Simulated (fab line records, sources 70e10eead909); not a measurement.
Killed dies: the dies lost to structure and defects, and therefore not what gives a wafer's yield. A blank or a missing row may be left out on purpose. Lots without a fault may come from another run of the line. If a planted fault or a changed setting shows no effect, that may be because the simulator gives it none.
The same fault as seen by 3 desks | flow nand-harc | numbers are kept per desk, each desk with only its own; the story behind them comes last

== DESK OF THE TOOL OWNER: wet-bench-09 ==
The tool's own readings at NHARC_P_ZERO_WELL_STRIP_56 (strips in SPM, time 840 s): means of the sampled wafers that have a number, for each lot that ran on this tool. Marked OUT: a lot whose mean sits more than 4 standard deviations from the usual mean, which makes it out of limits; the brackets give that distance.
Columns: A = bath-guard-temp-C at NHARC_P_ZERO_WELL_STRIP_56, usual 129.9 C; B = bath-heat-duty-pct at NHARC_P_ZERO_WELL_STRIP_56, usual 14.9 %
lot  | first seen here | A     | B
L815 | day 2 02:44     | 130.1 | 13.3
L819 | day 3 18:34     | 130.4 | 13.6
L833 | day 9 14:25     | 129.7 | 15.0
L837 | day 11 06:23    | 130.4 | 14.3
L838 | day 11 16:22    | 130.3 | 14.1
Finding of this desk: none of the 5 lots has anything out of limits.

== THE DEFECT DESK ==
Counts from the inspections along the route, per lot, as means over the sampled wafers that have a number. Marked OUT: a lot whose mean sits more than 4 standard deviations from the usual mean, which makes it out of limits; the brackets give that distance.
Columns: A = raw-defect-count at NHARC_P_STI_INSPECT_11, usual 5.9
lot  | first seen here | A
L815 | day 2 23:22     | 6.0
L818 | day 4 01:02     | 3.3
L819 | day 4 10:51     | 9.0
L820 | day 5 02:34     | 4.3
L826 | day 7 09:03     | 3.0
L831 | day 9 10:59     | 4.0
L832 | day 9 20:41     | 5.7
L833 | day 10 06:37    | 8.3
L834 | day 10 17:08    | 8.3
L837 | day 12 00:28    | 3.7
L838 | day 12 10:21    | 6.0
Finding of this desk: none of the 11 lots has anything out of limits.

== AT THE METROLOGY DESK ==
Lot by lot, what the gauges showed, no matter which tool ran the lot: averages of those sampled wafers that carry a number. Marked OUT: a lot whose mean sits more than 4 standard deviations from the usual mean, which makes it out of limits; the brackets give that distance.
Columns: A = trench-depth-nm at NHARC_P_STI_OCD_MEAS_17, usual 300 nm; B = trench-foot-cd-nm at NHARC_P_STI_OCD_MEAS_17, usual 159.3 nm
lot  | first seen here | A   | B
L815 | day 3 00:03     | 295 | 161.2
L818 | day 4 01:41     | 301 | 158.8
L819 | day 4 11:31     | 298 | 155.9
L820 | day 5 03:13     | 299 | 160.9
L826 | day 7 09:44     | 303 | 160.8
L831 | day 9 11:40     | 297 | 160.2
L832 | day 9 21:20     | 302 | 162.4
L833 | day 10 07:17    | 300 | 158.5
L834 | day 10 17:50    | 299 | 160.5
L837 | day 12 01:08    | 297 | 158.5
L838 | day 12 11:01    | 296 | 159.3
Finding of this desk: none of the 11 lots has anything out of limits.

== BROUGHT TOGETHER ==
The tool owner's desk saw nothing out of limits.
Nothing out of limits was seen by the defect desk.
At the metrology desk, nothing out of limits was observed.

== WHAT THE SIMULATOR PUT IN ==
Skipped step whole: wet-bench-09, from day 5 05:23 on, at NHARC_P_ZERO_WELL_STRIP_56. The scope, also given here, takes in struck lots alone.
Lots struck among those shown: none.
